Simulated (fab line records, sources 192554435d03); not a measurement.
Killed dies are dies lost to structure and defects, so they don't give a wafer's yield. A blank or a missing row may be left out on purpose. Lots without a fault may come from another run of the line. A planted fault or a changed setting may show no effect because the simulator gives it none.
fab line records | flow n5_finfet | part 1 of 2: steps 1 to 4 of 6
record lots=23 wafers=69 last_day=18
route steps=1938 shown BEOL_M9@1434 BEOL_M10@1487
lots that met no fault: from a run of the same line without faults
start_h: hours from the record's first day to the start of the lot's first wafer shown | wait_h: hours since the lot's step before | " the same as in the row above | L1.1+2: a row that stands for several wafers | - no value, or no start given | * or withheld: withheld | < > ~ a bound
route shown NAME@n: a module of which the file shows steps, and the number in the route of the first | usual: mean/standard deviation of fault-free wafers | same: alike in all rows | chamber/n: place in a boat | sites: the reading at each site | _std_site: their standard deviation | _edge_site: outer sites' mean less inner sites' | radius_mm: how far each site lies from the wafer's centre | mask NAME#n: copy n | behind: the tool/chamber that last shaped the wafer | hold: why the lot was held/for how many hours/how that ended | device: the transistor (n, p or np) that didn't switch | end of line: the same wafers' tests at the end of the route | a step without rows: its recipe alone | killed: dies lost to structure and defects at the first sort, not the wafer's yield | map: a wafer's dies, x killed, . not, _ none there
set.NAME: the setting as run; set.NAME@STEP: as run at that earlier step | model.NAME: the simulator's own value behind a step, which no gauge read
steps of the route over a sample of lots; a table a step, a row a wafer
services: from which hour (start_h, from the record's first day; less than 0 if before it) a tool's chamber was out of use, for how many hours, and why
## steps
# step N5_BEOL_M9_CD_MEAS_28
# recipe target_cd_nm=70 landing_energy_ev=500 detector=se_inlens polarity=opening
# usual cd_nm=69.91/0.28
# same landing_energy_ev=500
# columns lot.wafer tool chamber start_h wait_h cd_nm
L074.1 cd_sem-01 0 208.18 - 69.95
L074.3 " 0 " " 69.76
L074.4 " 0 " " 69.98
L075.1 cd_sem-03 0 219.08 - 69.69
L075.4 " 0 " " 70.03
L075.6 " 0 " " 70.27
L077.3 cd_sem-01 0 225.59 - 69.99
L077.5 " 0 " " 69.92
L077.6 " 0 " " 69.80
L076.4 cd_sem-02 0 244.46 - 69.45
L076.5 " 0 " " 69.77
L076.6 " 0 " " 69.97
L079.2 cd_sem-02 0 260.77 - 69.43
L079.4 " 0 " " 69.77
L079.5 " 0 " " 69.75
L082.1 cd_sem-02 0 273.66 - 70.25
L082.3 " 0 " " 69.84
L082.4 " 0 " " 69.91
L080.1 cd_sem-02 0 273.82 - 70.26
L080.4 " 0 " " 70.04
L080.5 " 0 " " 70.16
L081.1 cd_sem-03 0 276.93 - 69.88
L081.2 " 0 " " 70.03
L081.6 " 0 " " 70.50
L084.1 cd_sem-03 0 287.53 - 69.82
L084.2 " 0 " " 69.81
L084.5 " 0 " " 70.13
L083.3 cd_sem-02 0 287.70 - 70.15
L083.5 " 0 " " 69.94
L083.6 " 0 " " 70.09
L086.3 cd_sem-03 0 291.82 - 70.23
L086.4 " 0 " " 70.26
L086.6 " 0 " " 69.87
L085.2 cd_sem-03 0 292.44 - 70.25
L085.4 " 0 " " 70.09
L085.6 " 0 " " 70.28
L088.2 cd_sem-02 0 300.33 - 69.49
L088.4 " 0 " " 69.69
L088.6 " 0 " " 70.42
L087.2 cd_sem-01 0 305.65 - 69.47
L087.4 " 0 " " 69.78
L087.6 " 0 " " 70.22
L090.2 cd_sem-02 0 309.47 - 69.45
L090.3 " 0 " " 69.19
L090.5 " 0 " " 69.30
L089.1 cd_sem-03 0 317.88 - 70.10
L089.3 " 0 " " 69.63
L089.6 " 0 " " 69.71
L091.3 cd_sem-03 0 327.46 - 70.19
L091.4 " 0 " " 69.76
L091.6 " 0 " " 69.60
L092.2 cd_sem-01 0 329.99 - 69.79
L092.3 " 0 " " 69.80
L092.5 " 0 " " 69.88
L093.2 cd_sem-03 0 339.45 - 69.86
L093.5 " 0 " " 69.69
L093.6 " 0 " " 69.84
L094.2 cd_sem-02 0 343.67 - 70.14
L094.4 " 0 " " 70.48
L094.5 " 0 " " 70.37
L095.1 cd_sem-01 0 355.06 - 70.05
L095.2 " 0 " " 69.76
L095.3 " 0 " " 70.23
L096.3 cd_sem-01 0 361.62 - 69.71
L096.5 " 0 " " 69.69
L096.6 " 0 " " 70.11
L097.1 cd_sem-01 0 364.83 - 70.28
L097.3 " 0 " " 69.85
L097.4 " 0 " " 70.05
# step N5_BEOL_M9_ETCH_76
# recipe chemistry=N2/H2 target=underlayer target_depth_a=65 mask_material=CAR-EUV time_s=5.2 ion_energy_ev=200 pressure_mtorr=30 source_w=840 bias_w=150 n2_flow_sccm=200 h2_flow_sccm=200 ends=cleared
# usual drypump_motor_current_A=5.8/0.53 etch_rf_on_time_s=5.23/0.16 oes_product_au=0.68/0.086 rf_vpp_V=524.9/2.4 showerhead_plenum_p_Torr=2.58/0.07 throttle_valve_pct=17.81/0.25
# columns lot.wafer tool chamber start_h wait_h drypump_motor_current_A etch_rf_on_time_s oes_product_au rf_hours_counter_h rf_vpp_V showerhead_plenum_p_Torr throttle_valve_pct
L074.1 rie_diel-02 3 208.34 0.0 6.3 5.34 0.58 233 525.1 2.64 17.99
L074.3 " 1 " " 6.3 5.26 0.68 73 524.8 2.60 17.63
L074.4 " 0 " " 5.2 5.38 0.58 237 526.1 2.60 17.74
L075.1 rie_diel-03 1 219.35 0.0 5.3 4.84 0.64 191 522.1 2.50 18.12
L075.4 " 2 " " 6.0 5.26 0.80 15 526.4 2.61 17.89
L075.6 " 1 " " 5.3 4.86 0.63 - 525.9 2.51 18.11
L077.3 rie_diel-02 0 225.75 0.0 5.2 5.37 0.59 243 523.7 2.59 17.73
L077.5 " 0 " " 5.2 5.41 0.59 - 525.2 2.59 17.75
L077.6 " 3 " " 6.3 5.29 0.58 - 526.9 2.64 18.01
L076.4 rie_diel-03 2 244.61 0.0 6.0 5.17 0.80 23 525.4 2.60 17.89
L076.5 " 2 " " 6.0 5.14 0.79 - 525.4 2.60 17.93
L076.6 " 3 " " 4.8 5.17 0.62 - 526.0 2.63 17.98
L079.2 rie_diel-02 1 260.92 0.0 6.3 5.22 0.67 89 525.8 2.59 17.70
L079.4 " 2 " " 5.9 5.41 0.79 - 528.8 2.70 17.33
L079.5 " 3 " " 6.3 5.30 0.57 - 526.4 2.63 18.01
L082.1 rie_diel-03 2 273.81 0.0 6.0 5.19 0.77 31 525.1 2.60 17.95
L082.3 " 0 " " 6.0 5.01 0.77 42 521.8 2.49 17.93
L082.4 " 1 " " 5.4 4.73 0.63 207 524.9 2.50 18.13
L080.1 rie_diel-03 3 274.24 0.0 4.8 5.20 0.61 203 528.4 2.63 18.00
L080.4 " 1 " " 5.3 4.86 0.62 208 522.6 2.50 18.14
L080.5 " 2 " " 6.0 5.16 0.78 - 525.2 2.60 17.93
L081.1 rie_diel-02 3 277.08 0.0 6.3 5.35 0.57 256 524.9 2.63 18.03
L081.2 " 2 " " 5.9 5.47 0.76 14 528.3 2.70 17.34
L081.6 " 3 " " 6.3 5.35 0.56 - 526.0 2.63 18.03
L084.1 rie_diel-03 3 287.69 0.0 4.8 5.17 0.61 207 526.1 2.63 17.98
L084.2 " 2 " " 5.9 5.21 0.78 36 524.4 2.60 17.91
L084.5 " 2 " " 6.0 5.21 0.77 - 525.9 2.60 17.94
L083.3 rie_diel-02 1 287.86 0.0 6.3 5.22 0.66 99 525.3 2.59 17.71
L083.5 " 2 " " 5.9 5.37 0.75 - 527.7 2.69 17.35
L083.6 " 0 " " 5.2 5.16 0.85 - 526.3 2.59 17.46
L086.3 rie_diel-05 2 292.09 0.0 6.6 5.34 0.61 189 524.0 2.51 17.88
L086.4 " 0 " " 6.6 5.44 0.61 186 520.4 2.44 17.71
L086.6 " 0 " " 6.6 5.48 0.61 - 521.7 2.44 17.72
L085.2 rie_diel-03 3 292.61 0.0 4.8 5.10 0.60 208 526.2 2.63 17.98
L085.4 " 0 " " 5.9 5.03 0.77 47 523.2 2.49 17.92
L085.6 " 3 " " 4.9 5.18 0.60 - 526.2 2.63 18.00
L088.2 rie_diel-05 1 300.48 0.0 5.4 5.14 0.78 22 525.0 2.59 17.66
L088.4 " 0 " " 6.6 5.40 0.61 188 518.9 2.44 17.72
L088.6 " 3 " " 5.9 5.40 0.58 - 527.6 2.63 18.22
L087.2 rie_diel-05 0 305.80 0.0 6.6 5.43 0.61 189 521.0 2.44 17.73
L087.4 " 2 " " 6.7 5.30 0.61 193 522.8 2.51 17.91
L087.6 " 3 " " 5.9 5.38 0.57 - 526.9 2.63 18.21
L090.2 rie_diel-02 1 309.90 0.0 6.3 5.20 0.66 105 523.9 2.59 17.72
L090.3 " 2 " " 5.9 5.43 0.74 24 528.9 2.69 17.38
L090.5 " 0 " " 5.2 5.16 0.80 - 521.1 2.59 17.46
L089.1 rie_diel-02 1 318.04 0.0 6.3 5.28 0.65 108 525.1 2.58 17.72
L089.3 " 0 " " 5.2 5.26 0.79 13 526.5 2.58 17.45
L089.6 " 1 " " 6.3 5.28 0.66 - 525.5 2.59 17.71
L091.3 rie_diel-02 2 328.29 0.0 5.9 5.40 0.72 30 527.8 2.69 17.40
L091.4 " 0 " " 5.2 5.35 0.77 16 525.3 2.58 17.48
L091.6 " 0 " " 5.2 5.28 0.79 - 527.5 2.58 17.47
L092.2 rie_diel-05 2 330.21 0.0 6.6 5.27 0.61 200 522.6 2.51 17.90
L092.3 " 0 " " 6.6 5.41 0.60 196 520.3 2.43 17.74
L092.5 " 2 " " 6.6 5.31 0.61 - 523.9 2.51 17.89
L093.2 rie_diel-03 1 339.61 0.0 5.3 4.82 0.61 225 521.8 2.49 18.19
L093.5 " 2 " " 6.0 5.27 0.74 - 526.0 2.59 17.96
L093.6 " 3 " " 4.8 5.28 0.59 - 524.7 2.62 18.01
L094.2 rie_diel-02 3 343.82 0.0 6.3 5.20 0.83 9 527.2 2.63 17.52
L094.4 " 2 " " 5.9 5.44 0.72 36 529.7 2.68 17.39
L094.5 " 3 " " 6.3 5.15 0.81 - 523.5 2.63 17.55
L095.1 rie_diel-05 3 355.22 0.0 5.8 5.32 0.58 220 526.8 2.62 18.23
L095.2 " 0 " " 6.6 5.43 0.60 205 518.6 2.43 17.76
L095.3 " 1 " " 5.3 5.16 0.74 40 524.5 2.58 17.70
L096.3 rie_diel-03 2 361.77 0.0 6.0 5.26 0.74 60 523.8 2.59 17.95
L096.5 " 3 " " 4.9 5.28 0.59 - 524.2 2.62 18.02
L096.6 " 0 " " 5.9 5.17 0.73 - 519.6 2.48 17.95
L097.1 rie_diel-02 0 364.98 0.0 5.2 5.13 0.77 29 526.3 2.58 17.49
L097.3 " 3 " " 6.2 5.15 0.81 15 525.5 2.62 17.54
L097.4 " 2 " " 5.9 5.28 0.72 41 527.9 2.68 17.38
# step N5_BEOL_M10_ETCH_61
# recipe chemistry=CF4 target=SiARC target_depth_a=390 mask_material=CAR-ArF time_s=65 ion_energy_ev=80 pressure_mtorr=40 source_w=545 bias_w=36 Ar_flow_sccm=100 cf4_flow_sccm=100 ends=cleared
# usual drypump_motor_current_A=5.6/0.46 etch_rf_on_time_s=63.9/2.3 mfc_ar_sccm=100.0/0.32 oes_product_au=0.70/0.063 rf_vpp_V=184.2/1.1 showerhead_plenum_p_Torr=2.15/0.065 throttle_valve_pct=15.52/0.12
# columns lot.wafer tool chamber start_h wait_h drypump_motor_current_A etch_rf_on_time_s mfc_ar_sccm oes_product_au rf_hours_counter_h rf_vpp_V showerhead_plenum_p_Torr throttle_valve_pct
L074.1 rie_diel-06 0 213.63 0.0 5.2 65.2 100.2 0.61 218 185.2 2.21 15.51
L074.3 " 2 " " 5.8 60.1 99.5 0.74 77 184.0 2.17 15.50
L074.4 " 1 " " 6.4 62.3 100.3 0.76 37 185.6 2.25 15.39
L075.1 rie_diel-06 1 227.19 0.0 6.4 62.9 99.6 0.77 41 184.7 2.25 15.42
L075.4 " 3 " " 5.1 66.1 100.4 0.71 65 184.1 2.09 15.62
L075.6 " 3 " " 5.0 66.4 100.3 0.71 - 184.2 2.09 15.61
L077.3 rie_diel-04 3 231.79 0.0 5.1 65.7 100.0 0.69 106 184.8 2.06 15.64
L077.5 " 2 " " 6.0 67.2 100.3 0.60 - 183.9 2.13 15.50
L077.6 " 1 " " 5.8 64.7 99.3 0.79 - 184.2 2.19 15.41
L076.4 rie_diel-04 1 249.46 0.0 5.9 63.4 99.4 0.78 13 184.8 2.19 15.45
L076.5 " 0 " " 5.9 63.5 99.8 0.66 - 183.4 2.07 15.47
L076.6 " 1 " " 5.9 63.0 99.3 0.79 - 184.9 2.19 15.44
L079.2 rie_diel-04 1 266.30 0.0 5.9 63.3 99.8 0.76 19 184.0 2.18 15.44
L079.4 " 3 " " 5.1 65.5 100.4 0.68 118 182.7 2.06 15.66
L079.5 " 0 " " 6.0 63.4 99.8 0.66 - 182.9 2.07 15.50
L080.1 rie_diel-06 2 281.43 0.0 5.7 60.5 99.9 0.72 97 184.5 2.16 15.55
L080.4 " 0 " " 5.1 66.1 100.1 0.59 239 184.3 2.20 15.57
L080.5 " 3 " " 5.1 67.5 100.2 0.69 - 184.1 2.08 15.68
L082.1 rie_diel-04 0 281.81 0.0 6.0 64.4 100.0 0.65 157 183.9 2.07 15.50
L082.3 " 1 " " 5.8 64.1 99.7 0.75 24 184.6 2.18 15.46
L082.4 " 3 " " 5.2 66.0 100.6 0.67 122 184.1 2.06 15.68
L081.1 rie_diel-06 1 281.91 0.0 6.4 61.7 99.7 0.73 58 185.9 2.24 15.43
L081.2 " 3 " " 5.0 65.8 100.2 0.69 83 183.8 2.08 15.66
L081.6 " 0 " " 5.2 66.1 100.1 0.58 - 184.9 2.20 15.55
L084.1 rie_diel-06 1 292.97 0.0 6.3 61.3 100.3 0.74 61 186.1 2.24 15.45
L084.2 " 2 " " 5.8 60.0 99.9 0.72 100 186.2 2.16 15.53
L084.5 " 3 " " 5.0 66.2 99.5 0.69 - 184.9 2.08 15.66
L083.3 rie_diel-06 1 294.39 0.0 6.3 61.2 99.8 0.74 62 186.0 2.24 15.46
L083.5 " 2 " " 5.8 59.7 100.2 0.72 - 183.8 2.16 15.55
L083.6 " 1 " " 6.3 60.9 100.2 0.74 - 186.2 2.24 15.45
L086.3 rie_diel-06 0 297.42 0.0 5.2 66.2 100.0 0.58 245 184.4 2.20 15.56
L086.4 " 3 " " 5.1 67.5 100.1 0.69 87 183.7 2.08 15.68
L086.6 " 1 " " 6.3 62.1 100.1 0.73 - 184.5 2.24 15.47
L085.2 rie_diel-06 2 297.71 0.0 5.8 60.4 100.4 0.71 102 182.9 2.16 15.56
L085.4 " 1 " " 6.4 62.0 100.1 0.73 64 186.4 2.24 15.46
L085.6 " 1 " " 6.4 62.8 100.0 0.73 - 185.7 2.24 15.46
L088.2 rie_diel-01 0 306.45 0.0 5.2 65.1 99.8 0.67 122 185.3 2.22 15.57
L088.4 " 2 " " 5.5 65.6 100.5 0.69 103 183.9 2.07 15.46
L088.6 " 0 " " 5.2 65.0 99.8 0.66 - 184.3 2.23 15.58
L087.2 rie_diel-04 0 310.46 0.0 5.9 63.8 99.4 0.65 166 184.1 2.07 15.51
L087.4 " 1 " " 5.8 64.4 99.9 0.74 34 184.3 2.18 15.47
L087.6 " 2 " " 6.0 66.9 100.5 0.58 - 183.4 2.12 15.55
L090.2 rie_diel-06 3 316.77 0.0 5.1 67.1 99.7 0.68 95 183.9 2.08 15.68
L090.3 " 1 " " 6.3 63.1 100.2 0.72 72 185.4 2.24 15.47
L090.5 " 3 " " 5.0 66.8 99.3 0.68 - 183.0 2.08 15.68
L089.1 rie_diel-01 0 324.82 0.0 5.2 64.9 99.9 0.66 129 185.5 2.22 15.60
L089.3 " 2 " " 5.6 64.9 99.3 0.68 109 183.7 2.06 15.47
L089.6 " 2 " " 5.6 65.2 99.7 0.68 - 183.4 2.07 15.48
L091.3 rie_diel-06 2 333.61 0.0 5.8 60.2 100.0 0.70 118 183.4 2.16 15.60
L091.4 " 1 " " 6.3 63.1 100.0 0.71 - 185.0 2.24 15.49
L091.6 " 2 " " 5.8 59.8 99.8 0.70 - 182.9 2.16 15.58
L092.2 rie_diel-06 0 339.33 0.0 5.2 61.8 100.2 0.88 2 184.6 2.20 15.11
L092.3 " 2 " " 5.8 60.1 100.3 0.70 119 183.9 2.16 15.59
L092.5 " 3 " " 5.1 66.7 100.1 0.68 - 183.9 2.08 15.70
L093.2 rie_diel-04 1 345.22 0.0 5.8 63.3 99.9 0.72 44 184.9 2.17 15.51
L093.5 " 2 " " 6.0 67.1 100.2 0.57 - 183.8 2.12 15.58
L093.6 " 3 " " 5.1 66.5 100.4 0.66 - 182.2 2.05 15.71
L094.2 rie_diel-06 2 350.15 0.0 5.8 60.7 99.9 0.69 124 183.3 2.15 15.61
L094.4 " 1 " " 6.4 63.6 100.1 0.70 84 185.9 2.23 15.50
L094.5 " 2 " " 5.8 60.4 99.9 0.70 - 184.4 2.15 15.60
L095.1 rie_diel-01 1 362.85 0.0 5.3 63.7 100.2 0.74 41 184.9 2.08 15.53
L095.2 " 2 " " 5.6 64.7 100.2 0.67 120 182.3 2.06 15.51
L095.3 " 0 " " 5.2 64.5 100.0 0.66 143 186.6 2.22 15.62
L096.3 rie_diel-06 3 366.71 0.0 5.0 65.9 100.0 0.66 115 183.8 2.07 15.71
L096.5 " 3 " " 5.1 66.1 100.6 0.67 - 182.2 2.07 15.72
L096.6 " 0 " " 5.1 61.6 99.8 0.83 - 184.4 2.19 15.13
L097.1 rie_diel-01 2 369.92 0.0 5.5 64.3 100.2 0.67 124 184.1 2.06 15.50
L097.3 " 1 " " 5.3 63.7 100.0 0.74 44 183.4 2.08 15.55
L097.4 " 0 " " 5.2 64.1 99.5 0.64 146 185.1 2.22 15.61
# step N5_BEOL_M10_CD_MEAS_18
# recipe pitch_nm=140 target_cd_nm=70
# usual cd_nm=70.3/0.79
# columns lot.wafer tool chamber start_h wait_h cd_nm
L074.1 cd_sem-03 - 214.05 0.0 70.9
L074.3 " - " " 71.4
L074.4 " - " " 71.0
L075.1 cd_sem-03 - 227.61 0.0 71.6
L075.4 " - " " 70.0
L075.6 " - " " 69.3
L077.3 cd_sem-02 - 232.21 0.1 70.0
L077.5 " - " " 70.4
L077.6 " - " " 70.1
L076.4 cd_sem-03 - 249.93 0.1 70.9
L076.5 " - " " 71.0
L076.6 " - " " 70.4
L079.2 cd_sem-02 - 266.72 0.1 69.5
L079.4 " - " " 69.0
L079.5 " - " " 69.9
L080.1 cd_sem-01 - 281.93 0.0 71.3
L080.4 " - " " 70.4
L080.5 " - " " 69.5
L082.1 cd_sem-02 - 282.23 0.0 71.1
L082.3 " - " " 70.3
L082.4 " - " " 70.3
L081.1 cd_sem-03 - 282.45 0.0 69.9
L081.2 " - " " 68.3
L081.6 " - " " 68.5
L084.1 cd_sem-01 - 293.38 0.0 70.4
L084.2 " - " " 71.4
L084.5 " - " " 69.5
L083.3 cd_sem-01 - 294.86 0.1 70.4
L083.5 " - " " 70.5
L083.6 " - " " 70.2
L086.3 cd_sem-01 - 298.00 0.1 70.2
L086.4 " - " " 70.4
L086.6 " - " " 71.5
L085.2 cd_sem-03 - 298.26 0.1 70.6
L085.4 " - " " 70.8
L085.6 " - " " 70.7
L088.2 cd_sem-03 - 306.87 0.1 70.2
L088.4 " - " " 70.7
L088.6 " - " " 71.6
L087.2 cd_sem-03 - 310.88 0.1 70.1
L087.4 " - " " 69.5
L087.6 " - " " 70.5
L090.2 cd_sem-03 - 317.28 0.1 70.6
L090.3 " - " " 70.0
L090.5 " - " " 69.7
L089.1 cd_sem-02 - 325.24 0.0 70.9
L089.3 " - " " 70.0
L089.6 " - " " 69.8
L091.3 cd_sem-03 - 334.13 0.1 71.5
L091.4 " - " " 70.4
L091.6 " - " " 71.4
L092.2 cd_sem-02 - 339.76 0.1 70.7
L092.3 " - " " 70.9
L092.5 " - " " 70.6
L093.2 cd_sem-02 - 345.65 0.1 69.1
L093.5 " - " " 70.2
L093.6 " - " " 69.2
L094.2 cd_sem-01 - 350.57 0.1 70.4
L094.4 " - " " 69.6
L094.5 " - " " 70.8
L095.1 cd_sem-01 - 363.35 0.0 70.1
L095.2 " - " " 70.1
L095.3 " - " " 68.9
L096.3 cd_sem-02 - 367.23 0.1 70.0
L096.5 " - " " 70.2
L096.6 " - " " 69.8
L097.1 cd_sem-02 - 370.34 0.0 70.0
L097.3 " - " " 70.0
L097.4 " - " " 69.2
